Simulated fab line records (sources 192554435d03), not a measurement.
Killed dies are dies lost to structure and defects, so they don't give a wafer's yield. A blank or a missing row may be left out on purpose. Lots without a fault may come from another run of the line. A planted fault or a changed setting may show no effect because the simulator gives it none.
A lot that was struck, set against a sound lot || flow n5Finfet || 16 out of 1938 route steps
Sound: the wafers L310.2, L310.3, L310.5. Struck: wafers L311.3, L311.4 (left out: L311.1, a lot-mate that was not struck); the cause follows at the end.
At each step with rows: each side's tool, then ch and its chambers, then its first start. Under that, the readings that differ: sound wafers || struck wafers || difference of the means || sigmas: that difference in standard deviations of wafers without a fault.
alike: words and numbers the same on both sides, and readings whose means are apart by under 2 such deviations; not compared: readings that were withheld, readings missing a value for some wafer, numbers with overlapping values and no deviation given by the record, and bounds like >300 which may hide the same value.
The two part at a step that has a row with sigmas, a row that says differs or no value, or rows on one side only. Non-overlapping numbers with no deviation appear without sigmas and do not part them. A reading that every wafer of one side lacks parts them only if that side has two wafers or more.

N5_MOL_CONTACT_COAG_CD_MEAS_08: the cd target is 28 nm.
  sound on cdSem-03 ch 0, day 5 05:19; struck on cdSem-01 ch 0, day 5 19:10
  alike: cdNm
N5_MOL_CONTACT_COAG_OVL_MEAS_09:
  sound on overlay-01 ch 0, day 5 05:21; struck on overlay-01 ch 0, day 5 19:11
  alike: CA_OVL
N5_MOL_CONTACT_COAG_INSPECT_10: inspects for defects (brightfield).
  sound: defectInspect-02 at day 5 05:25; struck: defectInspect-02 at day 5 19:15
  alike: rawDefectCount
N5_MOL_CONTACT_COAG_DESCUM_13: chemistry O2, time 7 s.
  sound on rieDiel-05 ch 0,1,2, day 5 05:26; struck on rieDiel-05 ch 2,3, day 5 19:17
  alike: drypumpMotorCurrentA, oesProductAu, rfVppV, showerheadPlenumPTorr, throttleValvePct
  not compared: rfHoursCounterH
N5_MOL_CONTACT_COAG_ETCH_59: etches underlayer in N2/H2, target depth 13 nm, time 10.4 s.
  sound on rieDiel-05 ch 0,1,2, day 5 05:28; struck on rieDiel-05 ch 2,3, day 5 19:19
  alike: drypumpMotorCurrentA, etchRfOnTimeS, oesProductAu, rfVppV, showerheadPlenumPTorr, throttleValvePct
  not compared: rfHoursCounterH
then, 4 steps without rows for these wafers: N5_MOL_CONTACT_COAG_ETCH_105 (etches SiARC in CF4, target depth 15.6 nm, time 26 s); N5_MOL_CONTACT_COAG_ETCH_106 (etches SOC in N2/H2, target depth 80 nm, overetch 16 nm, time 120 s); N5_MOL_CONTACT_COAG_STRIP_107 (strips in N2/H2); N5_MOL_CONTACT_COAG_STRIP_108 (strips in N2/H2).
N5_MOL_CONTACT_COAG_CONTACT_ETCH_14: etches SiO2 in C4F6/O2, target depth 27.5 nm, overetch 8.5 nm, time 20 s.
  sound on rieDiel-05 ch 0,1,2, day 5 05:37; struck on rieDiel-05 ch 2,3, day 5 19:28
  alike: drypumpMotorCurrentA, oesProductAu, rfVppV, showerheadPlenumPTorr, throttleValvePct
  not compared: rfHoursCounterH
then, 1 step without rows for these wafers: N5_MOL_CONTACT_COAG_STRIP_109 (strips in C4F6/O2).
N5_MOL_CONTACT_COAG_ETCH_15: etches SiNx in CH3F/O2, stops on Si:P, target depth 7 nm.
  sound on rieDiel-05 ch 0,1,2, day 5 05:40; struck on rieDiel-05 ch 2,3, day 5 19:30
  alike: drypumpMotorCurrentA, oesProductAu, rfVppV, showerheadPlenumPTorr, throttleValvePct
  not compared: rfHoursCounterH
N5_MOL_CONTACT_COAG_ETCH_110: etches Si in CF4/O2, target depth 2.5 nm, time 8 s.
  sound on rieDiel-05 ch 0,1,2, day 5 05:43; struck on rieDiel-05 ch 2,3, day 5 19:34
{"reading": "oesProductAu (a.u.)", "sound": "0.83 0.87 0.78", "struck": "0.63 0.61", "difference": -0.21, "sigmas": -3}
{"reading": "model.etch.depthNm (nm)", "sound": "2.562 2.521 2.465", "struck": "1.444 1.471", "difference": -1.058, "sigmas": ""}
{"reading": "model.SOC_of_MOL_CONTACT_COAG_COAT_103.thkNm (nm)", "sound": "73.4 73.6 73.6", "struck": "74.4 74", "difference": "+0.7", "sigmas": ""}
{"reading": "model.MOL_CONTACT_COAG.cdOffsetNm (nm)", "sound": "-0.2 0 0.2", "struck": "-0.8 -0.6", "difference": -0.7, "sigmas": ""}
  alike: cf4FlowSccm, drypumpMotorCurrentA, rfVppV, showerheadPlenumPTorr, throttleValvePct
  not compared: rfHoursCounterH
N5_MOL_CONTACT_COAG_STRIP_98: strips in N2/H2.
  sound on rieDiel-05 ch 0,1,2, day 5 05:46; struck on rieDiel-05 ch 2,3, day 5 19:37
  alike: drypumpMotorCurrentA, oesProductAu, rfVppV, showerheadPlenumPTorr, throttleValvePct
  not compared: rfHoursCounterH
-- record jumps: 5 days separate the struck wafers' starts on either side; left off in module MOL_CONTACT_COAG, taken up again in module BEOL_M4, whose first shown step is the route's number 1111 --
N5_BEOL_M4_RC_MEAS_101:
  sound on prober-02 ch 0, day 9 00:11; struck on prober-01 ch 0, day 10 13:54
  alike: DIBL_N, DIBL_P, IOFF_N, IOFF_P, ION_N, ION_P, SS_N, SS_P, VT_N, VT_P
then, 1 step without rows for these wafers: N5_PASSIVATION_PROBE_49.

## WHERE THEY PART
Only at N5_MOL_CONTACT_COAG_ETCH_110, as far as this record shows. Later steps at which nothing parts them and some readings are alike: N5_MOL_CONTACT_COAG_STRIP_98, N5_BEOL_M4_RC_MEAS_101.

WHY: what had been put in by the simulator
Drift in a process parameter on rieDiel-05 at N5_MOL_CONTACT_COAG_ETCH_110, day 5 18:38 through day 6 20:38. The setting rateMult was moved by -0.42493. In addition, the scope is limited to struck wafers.
